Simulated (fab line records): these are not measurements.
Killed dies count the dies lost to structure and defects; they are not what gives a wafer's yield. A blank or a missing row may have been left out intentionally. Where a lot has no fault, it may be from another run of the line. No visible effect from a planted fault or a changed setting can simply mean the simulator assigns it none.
Chamber matching + flow n5 finfet + N5_FIN_SAQP_PECVD_48 on pecvd-03: 3 sister chambers
The step deposits SiNx from SiH4/NH3/N2, target thk 25 nm, time 22.1 s. 3 wafers are shown with their chamber, then 7 later ones without.

## EACH WAFER AND ITS CHAMBER
| wafer  | chamber | throttle valve pct (%) |
|--------|---------|------------------------|
| L091.1 | 2       | 36.1                   |
| L091.5 | 0       | 38.8                   |
| L094.5 | 1       | 38.6                   |

## WAFERS WHOSE CHAMBER IS MISSING
| wafer  | throttle valve pct (%) |
|--------|------------------------|
| L094.6 | 36.4                   |
| L095.2 | 38.6                   |
| L095.3 | 38.4                   |
| L095.5 | 38.9                   |
| L096.1 | 36.4                   |
| L096.2 | 38.6                   |
| L096.5 | 38.4                   |

## EACH ONE'S CHAMBER
| wafer  | from the rows above     | in truth |
|--------|-------------------------|----------|
| L094.6 | 2                       | 2        |
| L095.2 | can't be placed: 1 or 0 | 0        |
| L095.3 | can't be placed: 1 or 0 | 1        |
| L095.5 | can't be placed: 0 or 1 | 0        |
| L096.1 | 2                       | 2        |
| L096.2 | can't be placed: 1 or 0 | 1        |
| L096.5 | can't be placed: 1 or 0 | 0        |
Correct placement for 2 of the 7. These rows do not allow placing 5 (true chamber among the candidates in 5). Placed wrongly: 0.
How it was worked out, from the rows above alone: a wafer's distance from a chamber is the root of the sum, over the readings, of the square of ((its reading less the chamber's mean) divided by the reading's scatter). The wafer belongs to the nearest chamber; if the next one is less than 2 further off, it can't be placed. For every chamber, the mean is computed from those of its wafers that are shown. The scatter: root of mean squared gap, hidden wafer to nearest shown wafer, with one shown wafer a chamber.
